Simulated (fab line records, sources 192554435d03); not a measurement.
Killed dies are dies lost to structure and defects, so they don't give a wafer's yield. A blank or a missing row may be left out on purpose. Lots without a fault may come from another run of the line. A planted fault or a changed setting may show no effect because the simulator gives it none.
Split-lot experiment | flow n5_finfet | 7 lots, 21 wafers read, on a route of 1938 steps

THE SPLIT
At N5_BEOL_M3_DESCUM_33 (chemistry O2, time 7 s), the setting time_s was moved away from the recipe's 7 s on 7 of the 21 wafers read, by -19.1% to +19.9%. The other wafers ran this setting at the recipe's value.

The reading is taken at the split's own step.

THE READING
CAR-EUV_of_BEOL_M3_COAT_22.thk_nm (the simulator's own value, which no gauge read), in nm, at N5_BEOL_M3_DESCUM_33 (chemistry O2, time 7 s). The file gives no usual value for it. The 14 wafers here that ran the recipe average 26.1 nm, standard deviation 0.099 nm.

wafer  | tool, chamber at the split | time_s as run, s | against the recipe | CAR-EUV_of_BEOL_M3_COAT_22.thk_nm, nm | against lot-mates on the recipe
L074.1 | rie_diel-01, 1             | 7                | recipe             | 26                                    | -
L074.2 | rie_diel-01, 3,2           | 7                | recipe             | 26.2                                  | -
L074.5 | rie_diel-01, 3,2           | 7                | recipe             | 26.2                                  | -
L078.1 | rie_diel-01, 0             | 7                | recipe             | 26.2                                  | -
L078.3 | rie_diel-01, 2,3           | 8.393            | +19.9%             | 25.4                                  | -0.8
L078.6 | rie_diel-01, 2,3           | 8.393            | +19.9%             | 25.4                                  | -0.8
L080.1 | rie_diel-03, 1,0           | 7                | recipe             | 26                                    | -
L080.4 | rie_diel-03, 1,0           | 7                | recipe             | 26                                    | -
L080.5 | rie_diel-03, 1             | 7.485            | +6.9%              | 25.8                                  | -0.2
L083.3 | rie_diel-03, 2,0           | 7                | recipe             | 26.2                                  | -
L083.6 | rie_diel-03, 2,0           | 7                | recipe             | 26.2                                  | -
L083.5 | rie_diel-03, 3             | 7                | recipe             | 26                                    | -
L085.1 | rie_diel-04, 2             | 7                | recipe             | 26                                    | -
L085.5 | rie_diel-04, 0,1           | 5.661            | -19.1%             | 26.6                                  | +0.6
L085.6 | rie_diel-04, 0,1           | 5.661            | -19.1%             | 26.6                                  | +0.6
L088.2 | rie_diel-04, 1             | 6.451            | -7.8%              | 26.4                                  | +0.2
L088.5 | rie_diel-04, 3             | 6.451            | -7.8%              | 26.6                                  | +0.4
L088.6 | rie_diel-04, 2             | 7                | recipe             | 26.2                                  | -
L097.1 | rie_diel-03, 0,1,0         | 7                | recipe             | 26                                    | -
L097.2 | rie_diel-03, 0,1,0         | 7                | recipe             | 26                                    | -
L097.6 | rie_diel-03, 0,1,0         | 7                | recipe             | 26                                    | -
Where a row lists several chambers, the file gives one row for several wafers and doesn't say which wafer went through which chamber.

THE FIT
A straight line over all 21 wafers: CAR-EUV_of_BEOL_M3_COAT_22.thk_nm changes by -0.0327 nm for each +1% of time_s; r = -0.94; the points scatter about the line by 0.11 nm.
The same after taking each lot's own level away (the mean of its wafers on the recipe; 21 wafers): -0.036 nm for each +1%; r = -0.98; scatter 0.074 nm.
On that fit, the largest move of time_s shifts the reading by 0.72 nm.
The lots' own levels span 26.00 to 26.20 nm, that is 2.0 times the standard deviation above.
So the lot-to-lot level changes the slope little: the two slopes agree.
Check: with one of the wafers moved furthest among these (+19.9%) left out of the fit, the line predicts -0.699 nm for it against its lot-mates. It came out at -0.8 nm against them.

OTHER SPLITS ON THESE WAFERS
These wafers also went through other splits before the reading. Each is held against what the fit with the lots' levels taken away leaves over:
other split on the same wafers   | wafers away from the commonest value | r with CAR-EUV_of_BEOL_M3_COAT_22.thk_nm (lot level and that fit taken away)
N5_BEOL_M1_TRENCH_ETCH_37 time_s | 5                                    | +0.42
N5_BEOL_M2_ALD_98 ald_cycles     | 6                                    | -0.12
N5_BEOL_M2_SPUTTER_92 time_s     | 6                                    | -0.12

THE FILE'S OWN FIT
CAR-EUV_of_BEOL_M3_COAT_22.thk_nm changes by -0.0357 nm for each +1% of time_s, r = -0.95.
